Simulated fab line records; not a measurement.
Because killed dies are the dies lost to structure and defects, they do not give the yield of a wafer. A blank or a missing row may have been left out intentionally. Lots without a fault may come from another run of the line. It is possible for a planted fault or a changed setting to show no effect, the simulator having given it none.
fab line records ; flow n5Finfet
[record] lots = 9; wafers = 27; lastDay = 18
route steps=1938 shown BEOL_M15@1808 MIM_BOT@1832 PASSIVATION@1936
lots that met no fault: taken from a fault-free run of the same line
startH: the number of hours between the record's first day and the start of the first shown wafer of the lot ; waitH: how many hours have passed since the lot's step before this one ; " identical to the entry in the row above ; L1.1+2: one row covering several wafers at once ; - either no value or no given start ; * or withheld: withheld ; < > ~ a bound
route shown NAME@n: names a module that has steps shown in the file, with the first one's number in the route ; usual: average and standard deviation across the fault-free wafers ; same: alike in all rows ; chamber/n: place in a boat ; sites: readings site by site ; _std_site: how widely they spread, as a standard deviation ; _edge_site: the outer-site mean with the inner-site mean subtracted ; radiusMm: for every site, how far away it sits from the centre of the wafer ; mask NAME#n: copy n ; behind: the tool/chamber that last shaped the wafer ; hold: cause of the lot's hold/its duration in hours/its outcome ; device: the transistor (n, p or np) that didn't switch ; end of line: the route-end tests of the same wafers ; where a step has no rows: the recipe by itself ; killed: at the first sort, the dies lost to defects and structure; wafer yield is something else ; map: dies across one wafer; x = killed, . = not, _ = none there
set.NAME: the setting that was run; set.NAME@STEP: the one run at that earlier step ; model.NAME: the simulator's own value behind a step, which no gauge read
steps of the route over a sample of lots; a table a step, a row a wafer
services: a tool's chamber out of use, with start hour (startH, from the record's first day; less than 0 if before it), hours out, and reason
[[steps]]
[step N5_BEOL_M15_ETCH_61]
[recipe] chemistry = N2/H2; target = BARC; targetDepthA = 890; overetchA = 267; timeS = 67.9; ionEnergyEv = 200; pressureMtorr = 30; sourceW = 840; biasW = 150; n2FlowSccm = 200; h2FlowSccm = 200
[usual] drypumpMotorCurrentA = 5.9/0.57; oesProductAu = 0.69/0.071; rfVppV = 523.7/2.2; showerheadPlenumPTorr = 2.54/0.072; throttleValvePct = 17.82/0.22
lot.wafer;tool;chamber;startH;waitH;drypumpMotorCurrentA;oesProductAu;rfHoursCounterH;rfVppV;showerheadPlenumPTorr;throttleValvePct
L289.1;rieDiel-03;1;282.93;0.0;5.7;0.73;56;525.0;2.59;17.74
L289.2;rieDiel-03;3;282.93;0.0;5.5;0.58;245;525.9;2.61;18.15
L289.5;rieDiel-03;3;282.93;0.0;5.4;0.58;-;525.1;2.61;18.17
L295.3;rieDiel-03;2;317.45;0.0;6.7;0.76;24;524.3;2.48;17.62
L295.5;rieDiel-03;0;317.45;0.0;6.5;0.77;-;525.2;2.60;17.69
L295.6;rieDiel-03;1;317.45;0.0;5.7;0.72;-;523.2;2.58;17.77
L297.3;rieDiel-01;2;334.94;0.0;6.0;0.65;134;524.9;2.54;17.91
L297.4;rieDiel-01;1;334.94;0.0;4.9;0.58;241;526.2;2.61;17.92
L297.5;rieDiel-01;0;334.94;0.0;5.2;0.62;-;523.9;2.52;18.21
L298.1;rieDiel-01;1;343.79;0.0;4.9;0.58;244;525.4;2.61;17.93
L298.3;rieDiel-01;2;343.79;0.0;6.0;0.65;137;523.2;2.54;17.92
L298.4;rieDiel-01;0;343.79;0.0;5.2;0.62;195;524.3;2.52;18.20
L303.2;rieDiel-01;0;366.91;0.0;5.2;0.61;203;523.9;2.52;18.22
L303.4;rieDiel-01;0;366.91;0.0;5.2;0.61;-;522.3;2.52;18.22
L303.6;rieDiel-01;3;366.91;0.0;5.9;0.61;-;521.4;2.42;18.19
L301.3;rieDiel-06;3;368.60;0.0;5.7;0.65;161;527.6;2.63;17.81
L301.5;rieDiel-06;0;368.60;0.0;6.2;0.62;-;518.0;2.39;18.07
L301.6;rieDiel-06;3;368.60;0.0;5.7;0.64;-;525.7;2.63;17.82
L300.1;rieDiel-06;1;369.36;0.0;5.1;0.80;10;523.8;2.48;17.40
L300.3;rieDiel-06;0;369.36;0.0;6.2;0.61;226;518.4;2.39;18.08
L300.5;rieDiel-06;1;369.36;0.0;5.1;0.80;-;521.5;2.48;17.40
L302.1;rieDiel-01;3;369.95;0.0;5.9;0.60;242;520.1;2.42;18.21
L302.2;rieDiel-01;0;369.95;0.0;5.2;0.63;205;523.9;2.52;18.22
L302.3;rieDiel-01;2;369.95;0.0;6.0;0.63;148;524.8;2.53;17.93
L306.1;rieDiel-03;2;415.69;0.0;6.6;0.72;49;522.3;2.47;17.66
L306.4;rieDiel-03;3;415.69;0.0;5.5;0.77;22;524.7;2.60;17.82
L306.5;rieDiel-03;0;415.69;0.0;6.5;0.73;-;526.3;2.59;17.73
[step N5_BEOL_M15_TRENCH_ETCH_34]
[recipe] chemistry = C4F8/O2/Ar; target = SiO2; targetDepthA = 8729.3; heInnerTorr = 15; heOuterTorr = 30; timeS = 199; ionEnergyEv = 800; pressureMtorr = 20; sourceW = 1905; biasW = 2040; Ar_flow_sccm = 400; C4F8_flow_sccm = 16; O2_flow_sccm = 12
[usual] drypumpMotorCurrentA = 5.9/0.57; oes_ar_750_au = 0.81/0.081; oesProductAu = 0.81/0.088; rfVppV = 2221/43; showerheadPlenumPTorr = 3.43/0.083; throttleValvePct = 30.83/0.26
lot.wafer;tool;chamber;startH;waitH;drypumpMotorCurrentA;oes_ar_750_au;oesProductAu;rfHoursCounterH;rfVppV;showerheadPlenumPTorr;throttleValvePct
L289.1;rieDiel-03;1;282.99;0.0;5.7;0.84;0.84;56;2192;3.47;30.61
L289.2;rieDiel-03;3;282.99;0.0;5.4;0.68;0.68;245;2196;3.51;30.93
L289.5;rieDiel-03;3;282.99;0.0;5.4;0.68;0.68;-;2195;3.51;30.94
L295.3;rieDiel-03;2;317.50;0.0;6.6;0.88;0.89;24;2233;3.39;30.90
L295.5;rieDiel-03;0;317.50;0.0;6.5;0.88;0.90;-;2280;3.49;30.49
L295.6;rieDiel-03;1;317.50;0.0;5.7;0.83;0.83;-;2192;3.47;30.62
L297.3;rieDiel-01;2;334.99;0.0;6.0;0.77;0.76;134;2185;3.47;31.20
L297.4;rieDiel-01;1;334.99;0.0;4.8;0.68;0.68;241;2199;3.51;30.76
L297.5;rieDiel-01;0;334.99;0.0;5.2;0.73;0.74;-;2187;3.42;31.37
L298.1;rieDiel-01;1;343.84;0.0;4.8;0.67;0.67;244;2198;3.51;30.77
L298.3;rieDiel-01;2;343.84;0.0;6.0;0.77;0.76;137;2184;3.47;31.19
L298.4;rieDiel-01;0;343.84;0.0;5.2;0.73;0.73;195;2189;3.42;31.37
L303.2;rieDiel-01;0;366.96;0.0;5.2;0.73;0.73;203;2188;3.42;31.36
L303.4;rieDiel-01;0;366.96;0.0;5.2;0.73;0.73;-;2188;3.42;31.38
L303.6;rieDiel-01;3;366.96;0.0;5.9;0.70;0.87;-;2178;3.26;31.33
L301.3;rieDiel-06;3;368.65;0.0;5.7;0.75;0.75;162;2322;3.55;30.70
L301.5;rieDiel-06;0;368.65;0.0;6.3;0.72;0.71;-;2227;3.27;31.10
L301.6;rieDiel-06;3;368.65;0.0;5.7;0.74;0.76;-;2323;3.55;30.71
L300.1;rieDiel-06;1;369.41;0.0;5.0;0.94;0.95;10;2151;3.38;30.60
L300.3;rieDiel-06;0;369.41;0.0;6.2;0.71;0.72;226;2227;3.27;31.10
L300.5;rieDiel-06;1;369.41;0.0;5.1;0.94;0.95;-;2150;3.38;30.57
L302.1;rieDiel-01;3;370.00;0.0;5.9;0.70;0.87;242;2178;3.26;31.33
L302.2;rieDiel-01;0;370.00;0.0;5.3;0.73;0.72;205;2187;3.42;31.37
L302.3;rieDiel-01;2;370.00;0.0;6.0;0.76;0.75;148;2185;3.47;31.23
L306.1;rieDiel-03;2;415.74;0.0;6.6;0.83;0.85;49;2230;3.37;30.95
L306.4;rieDiel-03;3;415.74;0.0;5.4;0.88;0.90;22;2194;3.50;30.82
L306.5;rieDiel-03;0;415.74;0.0;6.5;0.85;0.86;-;2281;3.47;30.53
[step N5_BEOL_M15_CMP_49]
[recipe] stopOn = SiO2; tOverpolishS = 4.9; downForcePsi = 2; platenRpm = 80; clearingPlatenDownForcePsi = 2; clearingPlatenRpm = 80; postCmpClean = cuAlkaline; targetThkNm = 850; clearingPlatenPadVelocityMS = 1.5917; padVelocityMS = 1.5917
[usual] clearingPlatenDownForcePsi = 2.000/0.004; motorCurrentA = 8.2/0.73
lot.wafer;tool;chamber;startH;waitH;clearingPlatenDownForcePsi;motorCurrentA
L289.2;cmp-03;1;299.59;0.3;2.001;6.9
L289.1;cmp-03;2;299.59;0.3;2.004;10.2
L289.5;cmp-03;3;299.59;0.3;2.000;8.1
L295.3;cmp-01;0;321.17;0.2;1.998;8.9
L295.6;cmp-01;3;321.17;0.2;1.996;8.6
L295.5;cmp-01;0;321.17;0.2;1.998;9.0
L297.4;cmp-01;2;340.87;0.1;1.996;8.5
L297.3;cmp-01;1;340.87;0.1;1.993;7.0
L297.5;cmp-01;3;340.87;0.1;1.999;8.9
L298.4;cmp-01;1;346.55;0.1;2.001;7.4
L298.1;cmp-01;2;346.55;0.1;2.001;8.7
L298.3;cmp-01;3;346.55;0.1;2.009;8.8
L303.4;cmp-04;2;372.02;0.2;2.002;8.7
L303.2;cmp-04;3;372.02;0.2;2.000;8.5
L303.6;cmp-04;2;372.02;0.2;1.999;8.5
L301.3;cmp-04;0;372.54;0.3;2.000;7.5
L301.6;cmp-04;2;372.54;0.3;1.996;8.6
L301.5;cmp-04;3;372.54;0.3;1.996;8.3
L300.1;cmp-03;0;374.05;0.3;2.001;8.2
L300.3;cmp-03;3;374.05;0.3;2.004;7.9
L300.5;cmp-03;0;374.05;0.3;2.001;8.6
L302.3;cmp-04;3;378.09;0.2;2.001;8.3
L302.1;cmp-04;0;378.09;0.2;1.996;7.7
L302.2;cmp-04;2;378.09;0.2;2.004;9.0
L306.4;cmp-01;3;420.06;0.1;2.002;9.0
L306.1;cmp-01;0;420.06;0.1;2.001;9.5
L306.5;cmp-01;0;420.06;0.1;2.000;8.7
[step N5_BEOL_M15_THK_MEAS_50]
[recipe] thkMeasGauge = xrf; reads = Cu_of_BEOL_M15_ECD_47
[usual] M15_THK = 869/24
lot.wafer;tool;chamber;startH;waitH;M15_THK[nm]
L289.1;filmMetro-01;-;299.81;-;849
L289.2;filmMetro-01;-;299.81;-;861
L289.5;filmMetro-01;-;299.81;-;872
L295.3;filmMetro-02;-;321.43;-;877
L295.5;filmMetro-02;-;321.43;-;858
L295.6;filmMetro-02;-;321.43;-;829
L297.3;filmMetro-02;-;341.17;-;856
L297.4;filmMetro-02;-;341.17;-;837
L297.5;filmMetro-02;-;341.17;-;861
L298.1;filmMetro-02;-;346.84;-;832
L298.3;filmMetro-02;-;346.84;-;858
L298.4;filmMetro-02;-;346.84;-;865
L303.2;filmMetro-01;-;372.28;-;887
L303.4;filmMetro-01;-;372.28;-;888
L303.6;filmMetro-01;-;372.28;-;1191
L301.3;filmMetro-01;-;372.76;-;887
L301.5;filmMetro-01;-;372.76;-;861
L301.6;filmMetro-01;-;372.76;-;895
L300.1;filmMetro-01;-;374.36;0.3;895
L300.3;filmMetro-01;-;374.36;0.3;852
L300.5;filmMetro-01;-;374.36;0.3;895
L302.1;filmMetro-02;-;378.38;-;1173
L302.2;filmMetro-02;-;378.38;-;872
L302.3;filmMetro-02;-;378.38;-;877
L306.1;filmMetro-01;-;420.36;-;888
L306.4;filmMetro-01;-;420.36;-;882
L306.5;filmMetro-01;-;420.36;-;884
[step N5_BEOL_M15_RS_MEAS_54]
[recipe] thkMeasGauge = four-point-probe; reads = Cu_of_BEOL_M15_ECD_47+Ta_of_BEOL_M15_SPUTTER_44+TaN_of_BEOL_M15_SPUTTER_43
[usual] M15_RS = 0.0215/0.00048
lot.wafer;tool;chamber;startH;waitH;M15_RS[ohm/sq]
L289.1;filmMetro-01;-;299.94;0.0;0.0221
L289.2;filmMetro-01;-;299.94;0.0;0.0217
L289.5;filmMetro-01;-;299.94;0.0;0.0215
L295.3;filmMetro-02;-;321.56;0.1;0.0211
L295.5;filmMetro-02;-;321.56;0.1;0.0215
L295.6;filmMetro-02;-;321.56;0.1;0.0223
L297.3;filmMetro-01;-;341.33;0.1;0.0213
L297.4;filmMetro-01;-;341.33;0.1;0.0218
L297.5;filmMetro-01;-;341.33;0.1;0.0212
L298.1;filmMetro-02;-;346.97;0.0;0.0221
L298.3;filmMetro-02;-;346.97;0.0;0.0213
L298.4;filmMetro-02;-;346.97;0.0;0.0211
L303.2;filmMetro-01;-;372.40;0.1;0.0212
L303.4;filmMetro-01;-;372.40;0.1;0.0211
L303.6;filmMetro-01;-;372.40;0.1;0.0158
L301.3;filmMetro-01;-;372.91;0.1;0.0214
L301.5;filmMetro-01;-;372.91;0.1;0.0221
L301.6;filmMetro-01;-;372.91;0.1;0.0212
L300.1;filmMetro-02;-;374.49;0.0;0.0210
L300.3;filmMetro-02;-;374.49;0.0;0.0221
L300.5;filmMetro-02;-;374.49;0.0;0.0211
L302.1;filmMetro-01;-;378.51;0.0;0.0158
L302.2;filmMetro-01;-;378.51;0.0;0.0212
L302.3;filmMetro-01;-;378.51;0.0;0.0212
L306.1;filmMetro-01;-;420.49;0.0;0.0210
L306.4;filmMetro-01;-;420.49;0.0;0.0212
L306.5;filmMetro-01;-;420.49;0.0;0.0212
[step N5_MIM_BOT_DEGAS_01]
[recipe] ambient = vacuum; tempC = 300; timeS = 60
[usual] heaterPowerW = 459/49
lot.wafer;tool;chamber;startH;waitH;heaterPowerW
L289.1;pvdSputter-01;-;301.68;0.7;487
L289.2;pvdSputter-01;-;301.68;0.7;385
L289.5;pvdSputter-01;-;301.68;0.7;491
L295.3;pvdSputter-03;-;324.22;1.6;419
L295.5;pvdSputter-03;-;324.22;1.6;414
L295.6;pvdSputter-03;-;324.22;1.6;505
L297.3;pvdSputter-02;-;342.48;0.1;556
L297.4;pvdSputter-02;-;342.48;0.1;435
L297.5;pvdSputter-02;-;342.48;0.1;444
L298.1;pvdSputter-02;-;348.80;0.8;438
L298.3;pvdSputter-02;-;348.80;0.8;550
L298.4;pvdSputter-02;-;348.80;0.8;457
L303.2;pvdSputter-02;-;373.59;0.2;453
L303.4;pvdSputter-02;-;373.59;0.2;452
L303.6;pvdSputter-02;-;373.59;0.2;549
L301.3;pvdSputter-01;-;375.22;1.3;488
L301.5;pvdSputter-01;-;375.22;1.3;395
L301.6;pvdSputter-01;-;375.22;1.3;491
L300.1;pvdSputter-03;-;376.67;1.2;524
L300.3;pvdSputter-03;-;376.67;1.2;501
L300.5;pvdSputter-03;-;376.67;1.2;515
L302.1;pvdSputter-02;-;379.63;0.1;460
L302.2;pvdSputter-02;-;379.63;0.1;447
L302.3;pvdSputter-02;-;379.63;0.1;558
L306.1;pvdSputter-02;-;423.34;1.8;556
L306.4;pvdSputter-02;-;423.34;1.8;457
L306.5;pvdSputter-02;-;423.34;1.8;540
[step N5_PASSIVATION_PROBE_49]
[usual] defectLimitedYield = 91.3/1.7; killed_at_M0_to_M3 = 33/11; killed_at_M4_up = 14/5.5; killedAtContacts = 13/6.5; killedAtFrontEnd = 39/13; killedAtOther = 3.4/2.9; killedDies = 103/20; killedOpen = 69/15; killedShort = 32/8.1; sort_bin_5_function = 5.1/1.1; sort_bin_6_memory = 3.3/0.74; sortNPass = 1077/20; sortYieldPct = 91.3/1.7
[same] grossDies = 1180; killedAtBackSide = 0; sort_bin_4_leakage[%] = 0; sort_bin_8_speed[%] = 0
lot.wafer;tool;chamber;startH;waitH;defectLimitedYield[%];killed_at_M0_to_M3;killed_at_M4_up;killedAtContacts;killedAtFrontEnd;killedAtOther;killedDies;killedOpen;killedShort;sort_bin_5_function[%];sort_bin_6_memory[%];sortNPass;sortYieldPct[%]
L297.3;prober-01;-;355.47;0.1;94.2;8;11;6;31;13;69;47;21;3.5;2.4;1111;94.2
L297.4;prober-01;-;355.52;0.2;93.3;29;10;1;33;6;79;53;26;4.2;2.2;1101;93.3
L297.5;prober-01;-;355.57;0.2;91.6;35;7;7;41;9;99;60;37;5.1;3.0;1081;91.6
L301.6;prober-01;-;391.00;0.3;92.5;16;15;22;30;5;88;55;31;4.1;3.1;1092;92.5
// killed by level:class
L297.3 STI_FIN_REVEAL:geometricParticle:open=7 DUMMY_GATE:geometricParticle:open=6 FIN_SAQP:geometricParticle:open=4 BEOL_M4:geometricParticle:short=4 PAD_METAL:geometricParticle:open=4 MOL_CONTACT_COAG:geometricParticle:short=3 MOL_CONTACT_COAG:geometricParticle:open=3 BEOL_M0_SAQP:geometricParticle:open=3
L297.4 BEOL_M2:geometricParticle:open=14 FIN_SAQP:geometricParticle:open=7 FIN_SAQP:geometricParticle:short=6 DUMMY_GATE:geometricParticle:open=6 GATE_CUT:geometricParticle:short=4 BEOL_M1:geometricParticle:open=4 BEOL_M0_SAQP:geometricParticle:open=3 BEOL_M0_SAQP:geometricParticle:short=3
L297.5 FIN_SAQP:geometricParticle:short=9 DUMMY_GATE:geometricParticle:open=9 BEOL_M0_SAQP:geometricParticle:short=8 BEOL_M3:geometricParticle:open=8 MOL_CONTACT_COAG:geometricParticle:open=7 BEOL_M1:geometricParticle:open=7 FIN_SAQP:geometricParticle:open=5 GATE_CUT:geometricParticle:short=5
L301.6 MOL_CONTACT_COAG:geometricParticle:open=19 FIN_SAQP:geometricParticle:short=7 STI_FIN_REVEAL:geometricParticle:open=5 BEOL_M0_SAQP:geometricParticle:short=4 GATE_CUT:geometricParticle:short=4 BEOL_M0:geometricParticle:open=4 BEOL_M4:geometricParticle:open=4 BEOL_M5:geometricParticle:open=4
[[services]]
tool;chamber;startH;hours;kind
rieDiel-03;2;266.47;4.2;repair
rieDiel-06;1;290.13;8.6;repair
rieDiel-01;-;294.76;1.2;repair
cmp-03;-;310.97;5.6;repair
cmp-01;-;313.93;3.7;pm
cmp-04;-;317.84;4.0;pm
pvdSputter-01;-;336.32;11.7;repair
cmp-03;-;336.76;1.6;repair
pvdSputter-02;-;357.05;3.6;repair
rieDiel-03;-;357.61;13.2;repair
rieDiel-01;1;363.69;-;clean
rieDiel-01;1;363.69;-;consumableReplace:focusRing
rieDiel-01;1;363.69;20.8;scheduledDown
rieDiel-01;1;363.69;20.8;ventCycle
rieDiel-06;-;363.75;0.3;repair
cmp-03;-;365.78;4.1;pm
pvdSputter-03;-;367.80;5.5;repair
cmp-03;-;371.77;0.7;repair
cmp-01;-;372.70;2.4;repair
cmp-03;-;375.38;18.0;repair
cmp-03;-;398.66;0.8;repair
rieDiel-01;3;401.32;-;clean
pvdSputter-03;-;412.75;5.3;repair
rieDiel-01;-;420.51;2.8;pm
[[key]]
[firstSign] step = N5_BEOL_M15_THK_MEAS_50; reading = M15_THK; direction = up; sigmas = 13; usual = 869; struck = 1182
[effect] step = N5_BEOL_M15_RS_MEAS_54; reading = M15_RS; direction = down; sigmas = 12; usual = 0.0215; struck = 0.0158
metAt N5_BEOL_M15_TRENCH_ETCH_34
struckLots L302,L303
struckWafers L302.1,L303.6
notActingAt N5_BEOL_M15_ETCH_61,N5_BEOL_M15_CMP_49,N5_MIM_BOT_DEGAS_01
[fault] kind = processParameterDrift; tool = rieDiel-01; chamber = 3; onsetH = 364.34; steps = N5_BEOL_M15_TRENCH_ETCH_34; channel = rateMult; offset = 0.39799; shape = step; endH = 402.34
